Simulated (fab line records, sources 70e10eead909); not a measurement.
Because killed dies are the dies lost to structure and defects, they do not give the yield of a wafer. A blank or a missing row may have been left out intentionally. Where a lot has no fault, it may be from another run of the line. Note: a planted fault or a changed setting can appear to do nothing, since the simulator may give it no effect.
fab line records	flow nand-harc
record: lots: 6	wafers: 18	last-day: 24
route steps=1159 shown A_CONTACT@859 END@1159
lots that met no fault: taken from a fault-free run of the same line
start-h: the number of hours between the record's first day and the start of the first shown wafer of the lot	wait-h: hours since the lot's step before	" the same as in the row above	L1.1+2: a single row standing in for several wafers	- no value present, or no start provided	* or withheld: withheld	< > ~ a bound
route shown NAME@n: NAME is a module with steps in the file, n the number in the route of the first one	usual: mean/standard deviation taken from wafers without a fault	same: alike in all rows	chamber/n: place in a boat	sites: the reading at each site	_std_site: standard deviation across them	_edge_site: outer sites' mean less inner sites'	radius-mm: for every site, how far away it sits from the centre of the wafer	mask NAME#n: copy n	behind: the last tool/chamber to shape the wafer	hold: cause of the lot's hold/its duration in hours/its outcome	device: whichever transistor did not switch (one of n, p or np)	end of line: the tests these same wafers got at the end of their route	step lacking rows: just its recipe	killed: not the wafer's yield, but the dies lost to structure and defects at the first sort	map: a wafer's dies, marking killed ones x, the rest . and places with no die _
set.NAME: setting as actually run; set.NAME@STEP: the setting as run at that earlier step	model.NAME: the simulator's own value behind a step, which no gauge read
lots at selected steps of the route; one table per step, one row per wafer
services: a tool's chamber out of use, with start hour (start-h, from the record's first day; less than 0 if before it), hours out, and reason
== steps ==
step: NHARC_A_CONTACT_ETCH_49
recipe: target-depth-a: 2600	over-etch-frac: 0.3	time-s: 475.3	ion-energy-ev: 200	n2-flow-sccm: 150	h2-flow-sccm: 150	ar-flow-sccm: 0	rf-w: 400	bias-w: 150	chemistry: N2/H2
usual: bias-w: 149.9/0.42	chamber-pressure-mTorr: 29.995/0.024	drypump-motor-current-A: 5.7/0.41	h2-flow-sccm: 150.0/0.41	oes-product-au: 0.999/0.011	rf-fwd-power-W: 399.4/1.1	rf-vpp-V: 429.5/2.5	showerhead-plenum-p-Torr: 2.00/0.081	throttle-valve-pct: 14.171/0.0091
lot.wafer	tool	chamber	start-h	wait-h	bias-w	chamber-pressure-mTorr	drypump-motor-current-A	h2-flow-sccm	oes-product-au	rf-fwd-power-W	rf-hours-counter-h	rf-vpp-V	showerhead-plenum-p-Torr	throttle-valve-pct
L300.4	rie-diel-13	3	-	-	149.5	29.988	6.0	150.5	1.012	399.6	15	431.7	2.09	14.161
L300.2	"	0	"	"	149.5	29.948	5.2	149.4	1.003	400.1	16	426.6	1.93	14.169
L300.3	"	2	"	"	150.3	30.014	6.0	148.8	1.022	398.3	15	427.9	1.95	14.167
L302.3	rie-diel-07	2	-	-	149.8	30.022	5.9	149.8	1.003	399.3	60	429.6	2.04	14.175
L302.6	"	2	"	"	150.3	29.976	5.9	149.5	0.995	397.9	-	431.8	2.04	14.188
L302.5	"	3	"	"	149.8	30.001	5.3	150.3	0.988	399.6	-	429.1	2.00	14.178
L306.4	rie-diel-01	3	-	-	149.9	30.000	5.3	150.1	0.985	400.9	39	429.7	1.99	14.171
L306.1	"	0	"	"	149.9	29.971	6.7	150.4	0.998	399.0	39	425.8	1.88	14.187
L306.5	"	3	"	"	150.3	30.016	5.4	149.7	0.987	397.5	-	429.1	1.99	14.176
L316.1	rie-diel-13	0	-	-	149.1	29.977	5.2	150.2	1.011	399.6	2	427.6	1.92	14.158
L316.2	"	1	"	"	150.0	30.045	5.5	150.4	0.993	401.3	2	428.0	1.94	14.191
L316.3	"	2	"	"	149.8	29.990	6.0	150.3	1.008	400.4	2	426.9	1.95	14.173
L317.2	rie-diel-07	3	-	-	150.2	29.990	5.2	150.1	0.985	399.9	19	431.8	1.99	14.176
L317.6	"	3	"	"	150.5	29.995	5.3	150.2	0.984	400.3	-	429.2	1.99	14.159
L317.5	"	0	"	"	150.6	30.012	5.8	150.1	0.994	399.4	-	434.4	2.17	14.158
L318.2	rie-diel-01	3	-	-	149.9	29.982	5.4	149.4	0.987	398.0	64	429.2	1.98	14.188
L318.3	"	1	"	"	149.8	30.001	5.1	149.9	0.982	398.5	56	426.3	1.90	14.169
L318.1	"	2	"	"	150.2	30.003	6.0	150.0	0.998	397.9	61	429.9	2.07	14.171
step: NHARC_A_CONTACT_ETCH_50
recipe: target-depth-a: 847	time-s: 42.4	cf4-flow-sccm: 100	chf3-flow-sccm: 30	ar-flow-sccm: 0	rf-w: 500	bias-w: 200	chemistry: CF4/CHF3
step: NHARC_A_CONTACT_ETCH_51
recipe: target-depth-a: 36000	over-etch-frac: 0.3	time-s: 936	ion-energy-ev: 150	o2-flow-sccm: 400	cos-flow-sccm: 20	ar-flow-sccm: 0	rf-w: 500	bias-w: 300	chemistry: O2/COS
step: NHARC_A_CONTACT_ETCH_111
recipe: source-w: withheld	pressure-mtorr: 20	bias-v: withheld	time-s: 140	target-depth-a: 7000	ar-flow-sccm: withheld	c4f8-flow-sccm: withheld	o2-flow-sccm: withheld	chemistry: C4F8/O2/Ar
usual: chamber-pressure-mTorr: 20.000/0.019	oes-air-line-au: 0.999/0.022
lot.wafer	tool	chamber	start-h	wait-h	chamber-pressure-mTorr	oes-air-line-au	rf-hours-counter-h
L300.2	har-cap-etch-02	1	385.67	-	19.996	0.996	11
L300.4	"	1	"	"	19.998	1.015	-
L300.3	"	0	"	"	19.977	1.034	-
L302.3	har-cap-etch-02	1	404.20	-	20.001	1.040	-
L302.5	"	0	"	"	20.009	1.029	-
L302.6	"	1	"	"	20.001	1.028	-
L306.1	har-cap-etch-02	0	427.10	-	19.963	0.986	17
L306.4	"	1	"	"	20.025	1.000	-
L306.5	"	0	"	"	19.990	0.982	-
L316.1	har-cap-etch-03	1	477.72	-	19.999	1.005	96
L316.2	"	0	"	"	19.982	1.005	96
L316.3	"	0	"	"	19.975	1.011	-
L317.2	har-cap-etch-02	0	478.91	-	20.001	0.994	27
L317.5	"	0	"	"	20.017	0.971	-
L317.6	"	1	"	"	20.003	0.988	-
L318.2	har-cap-etch-02	1	486.58	-	20.037	0.994	29
L318.1	"	0	"	"	20.012	0.996	29
L318.3	"	1	"	"	19.995	1.012	-
step: NHARC_A_CONTACT_ETCH_112
recipe: source-w: withheld	pressure-mtorr: 20	bias-v: 3000	time-s: 94	target-depth-a: 9220	ar-flow-sccm: withheld	c4f8-flow-sccm: withheld	o2-flow-sccm: withheld	chemistry: C4F8/O2/Ar
usual: chamber-pressure-mTorr: 20.002/0.025	oes-air-line-au: 0.997/0.022
lot.wafer	tool	chamber	start-h	wait-h	chamber-pressure-mTorr	oes-air-line-au	rf-hours-counter-h
L300.2	har-cap-etch-02	1	385.87	0.2	19.963	1.021	11
L300.4	"	1	"	"	20.011	1.012	-
L300.3	"	0	"	"	19.999	1.039	-
L302.3	har-cap-etch-02	1	404.35	0.1	20.011	1.019	-
L302.5	"	0	"	"	20.000	0.971	-
L302.6	"	1	"	"	19.992	1.045	-
L306.1	har-cap-etch-02	0	427.28	0.1	19.975	1.001	17
L306.4	"	1	"	"	20.035	1.005	-
L306.5	"	0	"	"	20.014	0.963	-
L316.1	har-cap-etch-03	1	477.92	0.2	20.009	1.014	96
L316.2	"	0	"	"	19.995	0.950	96
L316.3	"	0	"	"	20.000	1.004	-
L317.2	har-cap-etch-02	0	479.10	0.2	19.986	1.015	28
L317.5	"	0	"	"	20.024	0.993	-
L317.6	"	1	"	"	19.986	0.964	-
L318.2	har-cap-etch-02	1	486.78	0.2	20.026	1.041	29
L318.1	"	0	"	"	19.980	0.976	29
L318.3	"	1	"	"	20.017	0.986	-
step: NHARC_A_CONTACT_ETCH_113
recipe: source-w: withheld	pressure-mtorr: 20	bias-v: 3000	time-s: 94	target-depth-a: 9220	ar-flow-sccm: withheld	c4f8-flow-sccm: withheld	o2-flow-sccm: withheld	chemistry: C4F8/O2/Ar
step: NHARC_A_CONTACT_ETCH_114
recipe: source-w: withheld	pressure-mtorr: 20	bias-v: 3000	time-s: 94	target-depth-a: 9220	ar-flow-sccm: withheld	c4f8-flow-sccm: withheld	o2-flow-sccm: withheld	chemistry: C4F8/O2/Ar
usual: chamber-pressure-mTorr: 20.000/0.02	oes-air-line-au: 1.003/0.017
lot.wafer	tool	chamber	start-h	wait-h	chamber-pressure-mTorr	oes-air-line-au	rf-hours-counter-h
L300.2	har-cap-etch-02	1	386.05	0.1	19.998	1.013	11
L300.4	"	1	"	"	20.037	0.996	-
L300.3	"	0	"	"	20.034	0.985	-
L302.3	har-cap-etch-02	1	404.53	0.1	19.990	1.014	-
L302.5	"	0	"	"	20.034	0.997	-
L302.6	"	1	"	"	19.990	1.035	-
L306.1	har-cap-etch-02	0	427.46	0.1	19.954	0.991	18
L306.4	"	1	"	"	20.003	1.016	-
L306.5	"	0	"	"	19.977	0.999	-
L316.1	har-cap-etch-03	1	478.10	0.1	20.003	0.998	97
L316.2	"	0	"	"	20.009	0.971	97
L316.3	"	0	"	"	20.005	0.996	-
L317.2	har-cap-etch-02	0	479.29	0.1	20.023	1.017	28
L317.5	"	0	"	"	19.980	1.015	-
L317.6	"	1	"	"	19.994	1.020	-
L318.2	har-cap-etch-02	1	486.96	0.1	19.995	0.985	29
L318.1	"	0	"	"	19.999	1.014	29
L318.3	"	1	"	"	20.014	0.975	-
step: NHARC_A_CONTACT_ETCH_115
recipe: source-w: withheld	pressure-mtorr: 20	bias-v: 3000	time-s: 94	target-depth-a: 9220	ar-flow-sccm: withheld	c4f8-flow-sccm: withheld	o2-flow-sccm: withheld	chemistry: C4F8/O2/Ar
step: NHARC_A_CONTACT_ETCH_116
recipe: source-w: withheld	pressure-mtorr: 20	bias-v: 3000	time-s: 94	target-depth-a: 9220	ar-flow-sccm: withheld	c4f8-flow-sccm: withheld	o2-flow-sccm: withheld	chemistry: C4F8/O2/Ar
step: NHARC_A_CONTACT_ETCH_117
recipe: source-w: withheld	pressure-mtorr: 20	bias-v: 3000	time-s: 94	target-depth-a: 9220	ar-flow-sccm: withheld	c4f8-flow-sccm: withheld	o2-flow-sccm: withheld	chemistry: C4F8/O2/Ar
step: NHARC_A_CONTACT_ETCH_118
recipe: source-w: withheld	pressure-mtorr: 20	bias-v: 3000	time-s: 94	target-depth-a: 9220	ar-flow-sccm: withheld	c4f8-flow-sccm: withheld	o2-flow-sccm: withheld	chemistry: C4F8/O2/Ar
usual: chamber-pressure-mTorr: 20.001/0.018	oes-air-line-au: 0.999/0.02
lot.wafer	tool	chamber	start-h	wait-h	chamber-pressure-mTorr	oes-air-line-au	rf-hours-counter-h
L300.2	har-cap-etch-02	1	386.41	0.1	20.013	0.986	11
L300.4	"	1	"	"	20.011	0.991	-
L300.3	"	0	"	"	20.015	1.004	-
L302.3	har-cap-etch-02	1	404.90	0.1	20.052	1.032	-
L302.5	"	0	"	"	20.008	0.982	-
L302.6	"	1	"	"	19.997	1.016	-
L306.1	har-cap-etch-02	0	427.83	0.1	20.018	0.993	18
L306.4	"	1	"	"	19.985	1.009	-
L306.5	"	0	"	"	20.012	1.015	-
L316.1	har-cap-etch-03	1	478.47	0.1	20.007	0.993	97
L316.2	"	0	"	"	19.986	0.980	97
L316.3	"	0	"	"	19.967	0.983	-
L317.2	har-cap-etch-02	0	479.65	0.1	20.003	1.028	28
L317.5	"	0	"	"	20.004	0.987	-
L317.6	"	1	"	"	19.987	0.983	-
L318.2	har-cap-etch-02	1	487.33	0.1	19.996	0.998	29
L318.1	"	0	"	"	19.976	1.006	29
L318.3	"	1	"	"	20.007	0.989	-
step: NHARC_A_CONTACT_ETCH_119
recipe: source-w: withheld	pressure-mtorr: 20	bias-v: 3000	time-s: 94	target-depth-a: 9220	ar-flow-sccm: withheld	c4f8-flow-sccm: withheld	o2-flow-sccm: withheld	chemistry: C4F8/O2/Ar
step: NHARC_A_CONTACT_ETCH_120
recipe: source-w: withheld	pressure-mtorr: 20	bias-v: 3000	time-s: 94	target-depth-a: 9220	ar-flow-sccm: withheld	c4f8-flow-sccm: withheld	o2-flow-sccm: withheld	chemistry: C4F8/O2/Ar
usual: chamber-pressure-mTorr: 19.998/0.018	oes-air-line-au: 1.003/0.02
lot.wafer	tool	chamber	start-h	wait-h	chamber-pressure-mTorr	oes-air-line-au	rf-hours-counter-h
L300.2	har-cap-etch-02	1	386.59	0.1	19.985	1.042	12
L300.4	"	1	"	"	19.991	1.020	-
L300.3	"	0	"	"	19.990	1.005	-
L302.3	har-cap-etch-02	1	405.08	0.1	-	-	-
L302.5	"	0	"	"	-	-	-
L302.6	"	1	"	"	-	-	-
L306.1	har-cap-etch-02	0	428.01	0.1	-	-	-
L306.4	"	1	"	"	-	-	-
L306.5	"	0	"	"	-	-	-
L316.1	har-cap-etch-03	1	478.65	0.1	20.004	1.002	97
L316.2	"	0	"	"	20.021	1.002	97
L316.3	"	0	"	"	19.999	0.965	-
L317.2	har-cap-etch-02	0	479.83	0.1	19.996	1.011	28
L317.5	"	0	"	"	19.969	0.999	-
L317.6	"	1	"	"	19.987	1.028	-
L318.2	har-cap-etch-02	1	487.50	0.1	19.977	1.024	29
L318.1	"	0	"	"	19.971	1.025	29
L318.3	"	1	"	"	20.013	1.000	-
step: NHARC_A_CONTACT_ETCH_121
recipe: source-w: withheld	pressure-mtorr: 20	bias-v: 3000	time-s: 94	target-depth-a: 9220	ar-flow-sccm: withheld	c4f8-flow-sccm: withheld	o2-flow-sccm: withheld	chemistry: C4F8/O2/Ar
step: NHARC_END_SORT_01
recipe: temp-c: 25
usual: killed-at-array: 29/10	killed-at-other: 0.7/1.1	killed-at-periphery: 3.2/2.2	killed-dies: 33/11	killed-open: 3.5/1.8	killed-short: 2.0/1.4
same: gross-dies: 677
lot.wafer	tool	chamber	start-h	wait-h	killed-at-array	killed-at-other	killed-at-periphery	killed-dies	killed-open	killed-short
L302.3	prober-02	0	491.96	3.1	672	0	5	677	0	2
L302.5	prober-02	0	493.59	3.8	675	0	2	677	5	1
L302.6	prober-02	0	494.41	4.1	677	0	0	677	3	1
L306.1	prober-02	0	498.24	2.5	672	1	4	677	2	1
L306.4	prober-02	0	500.64	3.4	675	1	1	677	6	2
L306.5	prober-02	0	501.44	3.7	670	0	7	677	0	4
killed by level:class
L302.3 A_CONTACT:area-etch=653 A_CHANNEL_HOLE_D1:chamber-film-flake=14 P_BONDPAD:chamber-film-flake=3 A_STAIRCASE:chamber-film-flake=2 P_GATE:geometric-particle:short=1 A_M1:geometric-particle:short=1 P_STI:chamber-film-flake=1 A_SLIT:chamber-film-flake=1
L302.5 A_CONTACT:area-etch=660 A_CHANNEL_HOLE_D1:chamber-film-flake=8 P_M2:geometric-particle:open=1 A_ONON_D1:geometric-particle:open=1 A_CHANNEL_FILL_D1:geometric-particle:open=1 A_SGD_CUT:geometric-particle:open=1 A_CONTACT:geometric-particle:open=1 A_CONTACT:geometric-particle:short=1
L302.6 A_CONTACT:area-etch=653 A_CHANNEL_HOLE_D1:chamber-film-flake=14 A_STAIRCASE:chamber-film-flake=2 A_CHANNEL_FILL_D1:geometric-particle:open=1 A_WL_FILL:geometric-particle:short=1 A_CONTACT:geometric-particle:open=1 A_M1:geometric-particle:open=1 A_SLIT:chamber-film-flake=1
L306.1 A_CONTACT:area-etch=643 A_SLIT:chamber-film-flake=9 A_STAIRCASE:chamber-film-flake=7 A_CHANNEL_HOLE_D1:chamber-film-flake=4 P_STI:chamber-film-flake=3 A_CONTACT:chamber-film-flake=3 A_WL_FILL:chamber-film-flake=2 A_BONDPAD:chamber-film-flake=2
L306.4 A_CONTACT:area-etch=634 A_SLIT:chamber-film-flake=23 A_CHANNEL_HOLE_D1:chamber-film-flake=4 A_BONDPAD:chamber-film-flake=4 A_CONTACT:geometric-particle:open=3 A_WL_FILL:chamber-film-flake=2 P_GATE:geometric-particle:open=1 A_ONON_D1:geometric-particle:open=1
L306.5 A_CONTACT:area-etch=642 A_SLIT:chamber-film-flake=10 A_STAIRCASE:chamber-film-flake=6 A_BONDPAD:chamber-film-flake=4 P_M0:chamber-film-flake=4 A_CHANNEL_HOLE_D1:chamber-film-flake=4 P_STI:chamber-film-flake=2 P_STI:geometric-particle:short=1
map L302.3 (x killed, . not)
____________x____________
_________xxxxxxx_________
_______xxxxxxxxxxx_______
______xxxxxxxxxxxxx______
_____xxxxxxxxxxxxxxx_____
____xxxxxxxxxxxxxxxxx____
____xxxxxxxxxxxxxxxxx____
___xxxxxxxxxxxxxxxxxxx___
___xxxxxxxxxxxxxxxxxxx___
__xxxxxxxxxxxxxxxxxxxxx__
__xxxxxxxxxxxxxxxxxxxxx__
_xxxxxxxxxxxxxxxxxxxxxxx_
_xxxxxxxxxxxxxxxxxxxxxxx_
_xxxxxxxxxxxxxxxxxxxxxxx_
_xxxxxxxxxxxxxxxxxxxxxxx_
_xxxxxxxxxxxxxxxxxxxxxxx_
xxxxxxxxxxxxxxxxxxxxxxxxx
xxxxxxxxxxxxxxxxxxxxxxxxx
xxxxxxxxxxxxxxxxxxxxxxxxx
xxxxxxxxxxxxxxxxxxxxxxxxx
xxxxxxxxxxxxxxxxxxxxxxxxx
_xxxxxxxxxxxxxxxxxxxxxxx_
_xxxxxxxxxxxxxxxxxxxxxxx_
_xxxxxxxxxxxxxxxxxxxxxxx_
_xxxxxxxxxxxxxxxxxxxxxxx_
_xxxxxxxxxxxxxxxxxxxxxxx_
__xxxxxxxxxxxxxxxxxxxxx__
__xxxxxxxxxxxxxxxxxxxxx__
___xxxxxxxxxxxxxxxxxxx___
___xxxxxxxxxxxxxxxxxxx___
____xxxxxxxxxxxxxxxxx____
____xxxxxxxxxxxxxxxxx____
_____xxxxxxxxxxxxxxx_____
______xxxxxxxxxxxxx______
_______xxxxxxxxxxx_______
_________xxxxxxx_________
____________x____________
map L306.1 (x killed, . not)
____________x____________
_________xxxxxxx_________
_______xxxxxxxxxxx_______
______xxxxxxxxxxxxx______
_____xxxxxxxxxxxxxxx_____
____xxxxxxxxxxxxxxxxx____
____xxxxxxxxxxxxxxxxx____
___xxxxxxxxxxxxxxxxxxx___
___xxxxxxxxxxxxxxxxxxx___
__xxxxxxxxxxxxxxxxxxxxx__
__xxxxxxxxxxxxxxxxxxxxx__
_xxxxxxxxxxxxxxxxxxxxxxx_
_xxxxxxxxxxxxxxxxxxxxxxx_
_xxxxxxxxxxxxxxxxxxxxxxx_
_xxxxxxxxxxxxxxxxxxxxxxx_
_xxxxxxxxxxxxxxxxxxxxxxx_
xxxxxxxxxxxxxxxxxxxxxxxxx
xxxxxxxxxxxxxxxxxxxxxxxxx
xxxxxxxxxxxxxxxxxxxxxxxxx
xxxxxxxxxxxxxxxxxxxxxxxxx
xxxxxxxxxxxxxxxxxxxxxxxxx
_xxxxxxxxxxxxxxxxxxxxxxx_
_xxxxxxxxxxxxxxxxxxxxxxx_
_xxxxxxxxxxxxxxxxxxxxxxx_
_xxxxxxxxxxxxxxxxxxxxxxx_
_xxxxxxxxxxxxxxxxxxxxxxx_
__xxxxxxxxxxxxxxxxxxxxx__
__xxxxxxxxxxxxxxxxxxxxx__
___xxxxxxxxxxxxxxxxxxx___
___xxxxxxxxxxxxxxxxxxx___
____xxxxxxxxxxxxxxxxx____
____xxxxxxxxxxxxxxxxx____
_____xxxxxxxxxxxxxxx_____
______xxxxxxxxxxxxx______
_______xxxxxxxxxxx_______
_________xxxxxxx_________
____________x____________
== services ==
tool	chamber	start-h	hours	kind
rie-diel-01	0	373.05	-	clean
rie-diel-01	1	373.05	-	clean
rie-diel-01	2	373.05	-	clean
rie-diel-01	3	373.05	-	clean
rie-diel-13	0	383.23	-	clean
rie-diel-13	1	383.23	-	clean
rie-diel-13	2	383.23	-	clean
rie-diel-13	3	383.23	-	clean
rie-diel-07	0	384.74	-	clean
rie-diel-07	1	384.74	-	clean
rie-diel-07	2	384.74	-	clean
rie-diel-07	3	384.74	-	clean
rie-diel-01	1	385.95	10.3	repair
rie-diel-01	0	397.63	-	clean
rie-diel-01	1	397.63	-	clean
rie-diel-01	2	397.63	-	clean
rie-diel-01	3	397.63	-	clean
rie-diel-13	2	401.11	8.7	repair
rie-diel-07	-	405.57	9.0	pm
rie-diel-07	0	405.57	9.0	vent-cycle
rie-diel-07	1	405.57	9.0	vent-cycle
har-cap-etch-03	-	429.71	0.7	repair
rie-diel-13	-	453.26	9.0	pm
har-cap-etch-02	-	472.27	0.2	repair
== key ==
first-sign: step: NHARC_A_CONTACT_ETCH_120	reading: tool-record	direction: missing
effect: step: NHARC_END_SORT_01	reading: killed-at-array	direction: up	sigmas: 63	usual: 29	struck: 674
more-kills-born-at: NHARC_A_CONTACT_ETCH_120@har-cap-etch-02: 3885
met-at NHARC_A_CONTACT_ETCH_120
struck-wafers L302.3,L302.5,L302.6,L306.1,L306.4,L306.5
later-rows-left-out L302.3,L302.5,L302.6,L306.1,L306.4,L306.5
tester-left-out L302,L306
onset-between 386.59 405.08
fault: kind: skipped-step-whole	tool: har-cap-etch-02	chamber: -	onset-h: 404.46	steps: NHARC_A_CONTACT_ETCH_120	scope: struck-lots-only
tester-left-out: of these lots the tester's yield and bins aren't shown, on N5 and GAA mostly nor the transistor test; their killed dies are dies lost to structure and defects alone, not to doping, threshold or leakage, so they don't give the yield
later-rows-left-out: the simulator's readings of these wafers behind a module that went badly wrong aren't trusted and aren't shown, but for the sort
